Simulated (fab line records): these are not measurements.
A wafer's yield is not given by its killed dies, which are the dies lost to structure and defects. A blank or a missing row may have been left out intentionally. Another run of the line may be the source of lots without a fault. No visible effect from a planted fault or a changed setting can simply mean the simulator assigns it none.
Which tool is to blame? :: flow nand-harc :: 42 wafers from 14 lots sampled at 5 of the route's 1302 steps

## WHAT THE GAUGES SHOWED, per wafer
NHARC_A_ONON_D2_THK_MEAS_11: measures by ellipsometry.
lot: L957
measured: day 12 21:59
on: film-metro-01
thk-nm (nm): 1005 1004 1003

lot: L958
measured: day 12 21:58
on: film-metro-02
thk-nm (nm): 992 994 993

lot: L959
measured: day 13 17:59
on: film-metro-01
thk-nm (nm): 995 996 996

lot: L960
measured: day 13 18:00
on: film-metro-02
thk-nm (nm): 1005 1005 1002

lot: L962
measured: day 14 23:50
on: film-metro-02
thk-nm (nm): 1009 1008 1006

lot: L963
measured: day 15 18:17
on: film-metro-02
thk-nm (nm): 1003 1003 1001

lot: L966
measured: day 16 22:26
on: film-metro-01
thk-nm (nm): 999 999 1002

lot: L967
measured: day 17 03:47
on: film-metro-01
thk-nm (nm): 990 986 988

lot: L968
measured: day 17 14:47
on: film-metro-01
thk-nm (nm): 1014 1015 1015

lot: L971
measured: day 18 17:01
on: film-metro-01
thk-nm (nm): 1005 1003 896

lot: L970
measured: day 18 17:01
on: film-metro-02
thk-nm (nm): 1004 1002 1004

lot: L973
measured: day 19 18:21
on: film-metro-01
thk-nm (nm): 1003 1003 896

lot: L977
measured: day 21 10:20
on: film-metro-01
thk-nm (nm): 1004 1003 1003

lot: L979
measured: day 22 09:28
on: film-metro-01
thk-nm (nm): 1002 1001 1001

## WHAT TOOL EACH LOT RAN ON (gives the tool, then ch and the chambers of the sampled wafers, and finally the start)
lot: L957
NHARC_A_CHANNEL_FILL_D1_ALD_14: ald-hk-03 ch 2,3, day 9 16:08
NHARC_A_CHANNEL_FILL_D1_ALD_16: ald-hk-04 ch 0,1,2, day 9 21:15
NHARC_A_DECK1_JOINT_CMP_13: cmp-02 ch 0,2,3, day 11 19:07
NHARC_A_ONON_D2_DEP_09: pecvd-onon-03 ch 0, day 12 21:35

lot: L958
NHARC_A_CHANNEL_FILL_D1_ALD_14: ald-hk-01 ch 1,2,3, day 9 16:10
NHARC_A_CHANNEL_FILL_D1_ALD_16: ald-hk-04 ch 0,1,3, day 9 21:25
NHARC_A_DECK1_JOINT_CMP_13: cmp-03 ch 0,1,3, day 11 19:10
NHARC_A_ONON_D2_DEP_09: pecvd-onon-02 ch 0, day 12 21:27

lot: L959
NHARC_A_CHANNEL_FILL_D1_ALD_14: ald-hk-03 ch 1,2,3, day 10 09:32
NHARC_A_CHANNEL_FILL_D1_ALD_16: ald-hk-03 ch 0,1,2, day 10 14:41
NHARC_A_DECK1_JOINT_CMP_13: cmp-03 ch 1,2,3, day 12 17:49
NHARC_A_ONON_D2_DEP_09: pecvd-onon-02 ch 0, day 13 17:32

lot: L960
NHARC_A_CHANNEL_FILL_D1_ALD_14: ald-hk-01 ch 0,3, day 10 14:09
NHARC_A_CHANNEL_FILL_D1_ALD_16: ald-hk-03 ch 0,3, day 10 19:22
NHARC_A_DECK1_JOINT_CMP_13: cmp-02 ch 0,1,2, day 12 17:49
NHARC_A_ONON_D2_DEP_09: pecvd-onon-01 ch 0, day 13 17:29

lot: L962
NHARC_A_CHANNEL_FILL_D1_ALD_14: ald-hk-03 ch 1,3, day 11 20:34
NHARC_A_CHANNEL_FILL_D1_ALD_16: ald-hk-04 ch 1,2,3, day 12 01:45
NHARC_A_DECK1_JOINT_CMP_13: cmp-01 ch 0,3, day 13 23:37
NHARC_A_ONON_D2_DEP_09: pecvd-onon-02 ch 0, day 14 23:20

lot: L963
NHARC_A_CHANNEL_FILL_D1_ALD_14: ald-hk-04 ch 2,3, day 12 06:51
NHARC_A_CHANNEL_FILL_D1_ALD_16: ald-hk-01 ch 0,1,2, day 12 12:02
NHARC_A_DECK1_JOINT_CMP_13: cmp-03 ch 0,1,3, day 14 15:31
NHARC_A_ONON_D2_DEP_09: pecvd-onon-02 ch 0, day 15 17:46

lot: L966
NHARC_A_CHANNEL_FILL_D1_ALD_14: ald-hk-01 ch 0,1,2, day 13 18:23
NHARC_A_CHANNEL_FILL_D1_ALD_16: ald-hk-01 ch 1,2,3, day 13 23:21
NHARC_A_DECK1_JOINT_CMP_13: cmp-01 ch 1,2,3, day 15 21:04
NHARC_A_ONON_D2_DEP_09: pecvd-onon-03 ch 0, day 16 21:59

lot: L967
NHARC_A_CHANNEL_FILL_D1_ALD_14: ald-hk-03 ch 0,1,3, day 13 19:37
NHARC_A_CHANNEL_FILL_D1_ALD_16: ald-hk-01 ch 0,1,3, day 13 23:32
NHARC_A_DECK1_JOINT_CMP_13: cmp-02 ch 0,1,3, day 16 02:36
NHARC_A_ONON_D2_DEP_09: pecvd-onon-03 ch 0, day 17 03:16

lot: L968
NHARC_A_CHANNEL_FILL_D1_ALD_14: ald-hk-03 ch 0,2, day 14 12:22
NHARC_A_CHANNEL_FILL_D1_ALD_16: ald-hk-03 ch 1,3, day 14 17:34
NHARC_A_DECK1_JOINT_CMP_13: cmp-02 ch 0,1,3, day 16 12:22
NHARC_A_ONON_D2_DEP_09: pecvd-onon-03 ch 0, day 17 14:16

lot: L971
NHARC_A_CHANNEL_FILL_D1_ALD_14: ald-hk-01 ch 0,1,2, day 15 02:58
NHARC_A_CHANNEL_FILL_D1_ALD_16: ald-hk-03 ch 0,1,3, day 15 08:10
NHARC_A_DECK1_JOINT_CMP_13: cmp-01 ch 1,2, day 17 19:02
NHARC_A_ONON_D2_DEP_09: pecvd-onon-03 ch 0, day 18 16:37

lot: L970
NHARC_A_CHANNEL_FILL_D1_ALD_14: ald-hk-04 ch 0,3, day 15 09:50
NHARC_A_CHANNEL_FILL_D1_ALD_16: ald-hk-01 ch 1,2, day 15 17:56
NHARC_A_DECK1_JOINT_CMP_13: cmp-01 ch 1,3, day 17 16:02
NHARC_A_ONON_D2_DEP_09: pecvd-onon-02 ch 0, day 18 16:34

lot: L973
NHARC_A_CHANNEL_FILL_D1_ALD_14: ald-hk-03 ch 0,2,3, day 16 10:44
NHARC_A_CHANNEL_FILL_D1_ALD_16: ald-hk-03 ch 0,1,2, day 16 15:53
NHARC_A_DECK1_JOINT_CMP_13: cmp-01 ch 0,1,3, day 18 17:38
NHARC_A_ONON_D2_DEP_09: pecvd-onon-03 ch 0, day 19 17:50

lot: L977
NHARC_A_CHANNEL_FILL_D1_ALD_14: ald-hk-03 ch 0,2,3, day 18 02:40
NHARC_A_CHANNEL_FILL_D1_ALD_16: ald-hk-04 ch 0,1,3, day 18 07:50
NHARC_A_DECK1_JOINT_CMP_13: cmp-01 ch 0,1,2, day 20 05:46
NHARC_A_ONON_D2_DEP_09: pecvd-onon-02 ch 0, day 21 09:50

lot: L979
NHARC_A_CHANNEL_FILL_D1_ALD_14: ald-hk-04 ch 0,2,3, day 18 13:34
NHARC_A_CHANNEL_FILL_D1_ALD_16: ald-hk-04 ch 0,2,3, day 18 18:58
NHARC_A_DECK1_JOINT_CMP_13: cmp-01 ch 0,2,3, day 20 18:59
NHARC_A_ONON_D2_DEP_09: pecvd-onon-01 ch 0, day 22 09:01
- NHARC_A_CHANNEL_FILL_D1_ALD_14: deposits SiO2, target thk 2.5 nm, pulse time 10 s, ald cycles 25.
- NHARC_A_CHANNEL_FILL_D1_ALD_16: deposits SiO2, target thk 1.5 nm, pulse time 10 s, ald cycles 15.
- NHARC_A_DECK1_JOINT_CMP_13: polishes, target thk 51.023 nm.
- NHARC_A_ONON_D2_DEP_09: target thk 1000 nm.

## AS READ BY THE TOOLS THEMSELVES (means over the sampled wafers that have a number; for cases with no such wafer, the mark the record gives instead)
NHARC_A_CHANNEL_FILL_D1_ALD_14.
lot: L957
tool: ald-hk-03
heater-power-w (W): 516
precursor-pulse-height-rel: 1.007

lot: L958
tool: ald-hk-01
heater-power-w (W): 418
precursor-pulse-height-rel: 0.994

lot: L959
tool: ald-hk-03
heater-power-w (W): 471
precursor-pulse-height-rel: 1.010

lot: L960
tool: ald-hk-01
heater-power-w (W): 475
precursor-pulse-height-rel: 0.990

lot: L962
tool: ald-hk-03
heater-power-w (W): 449
precursor-pulse-height-rel: 1.010

lot: L963
tool: ald-hk-04
heater-power-w (W): 497
precursor-pulse-height-rel: 0.984

lot: L966
tool: ald-hk-01
heater-power-w (W): 414
precursor-pulse-height-rel: 1.010

lot: L967
tool: ald-hk-03
heater-power-w (W): 458
precursor-pulse-height-rel: 1.001

lot: L968
tool: ald-hk-03
heater-power-w (W): 498
precursor-pulse-height-rel: 0.991

lot: L971
tool: ald-hk-01
heater-power-w (W): 422
precursor-pulse-height-rel: 1.010

lot: L970
tool: ald-hk-04
heater-power-w (W): 478
precursor-pulse-height-rel: 0.994

lot: L973
tool: ald-hk-03
heater-power-w (W): 493
precursor-pulse-height-rel: 1.002

lot: L977
tool: ald-hk-03
heater-power-w (W): 479
precursor-pulse-height-rel: 0.996

lot: L979
tool: ald-hk-04
heater-power-w (W): 493
precursor-pulse-height-rel: 1.001

NHARC_A_CHANNEL_FILL_D1_ALD_16.
lot: L957
tool: ald-hk-04
heater-power-w (W): 474
precursor-pulse-height-rel: 1.003

lot: L958
tool: ald-hk-04
heater-power-w (W): 491
precursor-pulse-height-rel: 0.998

lot: L959
tool: ald-hk-03
heater-power-w (W): 455
precursor-pulse-height-rel: 0.998

lot: L960
tool: ald-hk-03
heater-power-w (W): 467
precursor-pulse-height-rel: 0.975

lot: L962
tool: ald-hk-04
heater-power-w (W): 485
precursor-pulse-height-rel: 0.982

lot: L963
tool: ald-hk-01
heater-power-w (W): 430
precursor-pulse-height-rel: 0.996

lot: L966
tool: ald-hk-01
heater-power-w (W): 416
precursor-pulse-height-rel: 0.978

lot: L967
tool: ald-hk-01
heater-power-w (W): 452
precursor-pulse-height-rel: 0.998

lot: L968
tool: ald-hk-03
heater-power-w (W): 451
precursor-pulse-height-rel: 0.997

lot: L971
tool: ald-hk-03
heater-power-w (W): 458
precursor-pulse-height-rel: 0.983

lot: L970
tool: ald-hk-01
heater-power-w (W): 387
precursor-pulse-height-rel: 0.987

lot: L973
tool: ald-hk-03
heater-power-w (W): 451
precursor-pulse-height-rel: 1.010

lot: L977
tool: ald-hk-04
heater-power-w (W): 475
precursor-pulse-height-rel: 0.989

lot: L979
tool: ald-hk-04
heater-power-w (W): 486
precursor-pulse-height-rel: 0.998

NHARC_A_DECK1_JOINT_CMP_13.
lot: L957
tool: cmp-02
motor-current-A (A): 12.3
slurry-flow-ml-min: 149.9
time-to-endpoint-s (s): 8.4

lot: L958
tool: cmp-03
motor-current-A (A): 12.3
slurry-flow-ml-min: 150.0
time-to-endpoint-s (s): 9.3

lot: L959
tool: cmp-03
motor-current-A (A): 12.4
slurry-flow-ml-min: 150.1
time-to-endpoint-s (s): 8.6

lot: L960
tool: cmp-02
motor-current-A (A): 12.7
slurry-flow-ml-min: 150.1
time-to-endpoint-s (s): 9.8

lot: L962
tool: cmp-01
motor-current-A (A): 12.9
slurry-flow-ml-min: 149.9
time-to-endpoint-s (s): 9.0

lot: L963
tool: cmp-03
motor-current-A (A): 12.5
slurry-flow-ml-min: 150.3
time-to-endpoint-s (s): 7.3

lot: L966
tool: cmp-01
motor-current-A (A): 12.3
slurry-flow-ml-min: 150.2
time-to-endpoint-s (s): 10.2

lot: L967
tool: cmp-02
motor-current-A (A): 12.2
slurry-flow-ml-min: 149.8
time-to-endpoint-s (s): 7.4

lot: L968
tool: cmp-02
motor-current-A (A): 12.5
slurry-flow-ml-min: 150.1
time-to-endpoint-s (s): 6.1

lot: L971
tool: cmp-01
motor-current-A (A): 12.5
slurry-flow-ml-min: 150.4
time-to-endpoint-s (s): 7.4

lot: L970
tool: cmp-01
motor-current-A (A): 12.5
slurry-flow-ml-min: 150.0
time-to-endpoint-s (s): 10.1

lot: L973
tool: cmp-01
motor-current-A (A): 13.2
slurry-flow-ml-min: 150.3
time-to-endpoint-s (s): 12.1

lot: L977
tool: cmp-01
motor-current-A (A): 12.5
slurry-flow-ml-min: 149.9
time-to-endpoint-s (s): 10.1

lot: L979
tool: cmp-01
motor-current-A (A): 12.4
slurry-flow-ml-min: 150.1
time-to-endpoint-s (s): 9.9

## THE ANSWER, worked out from the rows above alone
Rule: the usual values come from the lots themselves. The widest of any qualifying gaps counts: lots, ordered by their means at a reading, are off when they make up no more than a third of the lots, leave a main group of 4 or more, and stand apart from it by 3 or more times the standard deviation of that group's means. If all means in a main group match to the digits the tables above print for the reading, that group is not used. Also off: a lot with no number at a reading for which 4 or more lots have one. All remaining lots with rows at the step are treated as sound. The gauges are gone through in route order, then the tools' own readings, and for those a lot's mean is taken as printed above. The first step at which some lot is off is used, and at that step the reading that is off furthest; a lot without a number counts as furthest.
Off: L971, L973, at NHARC_A_ONON_D2_THK_MEAS_11 (thk-nm). The main group has a mean of 1001 nm with a standard deviation of 6.6.
A tool fits if, at a process step before that reading, it ran every lot that is off, and no sound lot after the first of them. Gauges at NHARC_A_ONON_D2_THK_MEAS_11: tried the same way as those tools. This does not decide it: 2 tools fit, namely ald-hk-03 at NHARC_A_CHANNEL_FILL_D1_ALD_16 and pecvd-onon-03 at NHARC_A_ONON_D2_DEP_09.

## WHAT THE SIMULATOR HAD INSERTED
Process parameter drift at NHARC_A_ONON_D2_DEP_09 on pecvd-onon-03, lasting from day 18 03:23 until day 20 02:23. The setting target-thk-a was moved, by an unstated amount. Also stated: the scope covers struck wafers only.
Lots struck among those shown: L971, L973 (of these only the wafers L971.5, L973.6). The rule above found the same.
